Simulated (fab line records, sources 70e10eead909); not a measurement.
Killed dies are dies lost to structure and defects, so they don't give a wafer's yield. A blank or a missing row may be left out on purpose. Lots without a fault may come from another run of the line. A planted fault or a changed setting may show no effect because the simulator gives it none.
Problem report in the 8D (eight disciplines) form, filled by code | flow nand_harc | the parts of the form that need people (team, actions taken, sign-off) are left out

1. THE PROBLEM
thk_nm at NHARC_A_ONON_D2_THK_MEAS_30 reads a mean of 1835 nm on 3 wafers of 2 lots; wafers without a fault read 1000 nm with a standard deviation of 7.8. That is +99 or more standard deviations from the usual mean.
The step: measures by ellipsometry.
First seen on wafer L255.3, day 16 02:12, on film_metro-02. The record holds 33 wafers of 11 lots with a number at this step. Rule for "out", or "out of limits": more than 4 standard deviations from the usual mean. The other wafers with a number count as sound.

2. WHAT IT IS AND WHAT IT IS NOT
question                    | is                     | is not
which readings at this step | thk_nm                 | -
which lots                  | L255, L256             | L248, L249, L251, L252, L263, L266, L267, L268, L270
which wafers of those lots  | L255.3, L256.2, L256.6 | L255.1, L255.5, L256.1
read on which gauges        | film_metro-02          | film_metro-01
when                        | from day 16 02:12      | up to then (14 sound wafers); but 16 sound wafers of L256, L263, L266, L267, L268, L270 came after

3. SUSPECTS, AND WHAT RULES EACH OUT
Counting: a tool at a process step up to the reading stays a suspect if it ran every lot that is out. Sound lots after the first of them don't rule it out here, since some wafers of a struck lot are sound.
- the gauge at NHARC_A_ONON_D2_THK_MEAS_30: ruled out. All the wafers that are out were read on film_metro-02, but those of them that NHARC_END_SORT_01 has rows for are out there too, on other tools.
- har_etch-02 at NHARC_A_CHANNEL_HOLE_D1_ETCH_33 (etches the open film in C4F8/O2/Ar, time 90 s, target depth 400 nm): kept. It ran every lot that is out, first L255 (day 12 02:59); its last sound lot up to then is L251 (day 10 08:10). NHARC_A_CHANNEL_HOLE_D1_ETCH_33 gives no start for some lots, so the hours and the order of its lots are those of NHARC_A_CHANNEL_HOLE_D1_ETCH_44.
- rie_diel-04 at NHARC_A_CHANNEL_HOLE_D1_ETCH_44 (etches the open film in CF4/O2, target depth 140 nm, overetch 14 nm, time 77 s): kept. It ran every lot that is out, first L255 (day 12 02:59); its last sound lot up to then is L251 (day 10 08:10).
- ald_hk-03 at NHARC_A_CHANNEL_FILL_D1_ALD_14 (deposits SiO2, target thk 2.5 nm, pulse time 10 s, ald cycles 25): kept. It ran every lot that is out, first L255 (day 12 11:17).
- pecvd_onon-01 at NHARC_A_ONON_D2_DEP_28 (target thk 1000 nm): kept. It ran every lot that is out, first L255 (day 16 01:41); its last sound lot up to then is L251 (day 14 11:01).
Left after counting: har_etch-02 at NHARC_A_CHANNEL_HOLE_D1_ETCH_33, rie_diel-04 at NHARC_A_CHANNEL_HOLE_D1_ETCH_44, ald_hk-03 at NHARC_A_CHANNEL_FILL_D1_ALD_14, pecvd_onon-01 at NHARC_A_ONON_D2_DEP_28.

4. THE CAUSE (what the simulator had put in)
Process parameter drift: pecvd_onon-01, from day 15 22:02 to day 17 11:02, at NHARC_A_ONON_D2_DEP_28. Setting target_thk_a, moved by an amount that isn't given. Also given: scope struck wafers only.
Counting left 4 suspects, and this tool is among them.

5. THE CHAIN OF EFFECTS, in route order
Each row: a reading whose mean over the struck wafers that have a number lies more than 3 standard deviations from the usual. Only readings for which the record gives a usual standard deviation are gone through. hours: the time from each lot's start at the first step in this table that gives one to its start at this step, as a median over the lots. sigmas: the change in usual standard deviations.
hours | step                        | reading         | usual   | on struck wafers | change | sigmas
0     | NHARC_A_ONON_D2_THK_MEAS_30 | thk_nm          | 1000 nm | 1835             | +835   | +99 or more
276   | NHARC_END_SORT_01           | killed_at_array | 54      | 675              | +621   | +30
276   | NHARC_END_SORT_01           | killed_dies     | 58      | 677              | +619   | +29

6. WHAT WOULD HAVE CAUGHT IT SOONER
In this record the first reading out of limits at a measuring or inspecting step was taken at day 16 02:12, 4 hours after the fault began at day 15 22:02.
Of the lots that are out (2), L256 began NHARC_A_ONON_D2_DEP_28 on pecvd_onon-01 after day 16 02:12. A hold on the tool at that time would have spared it.
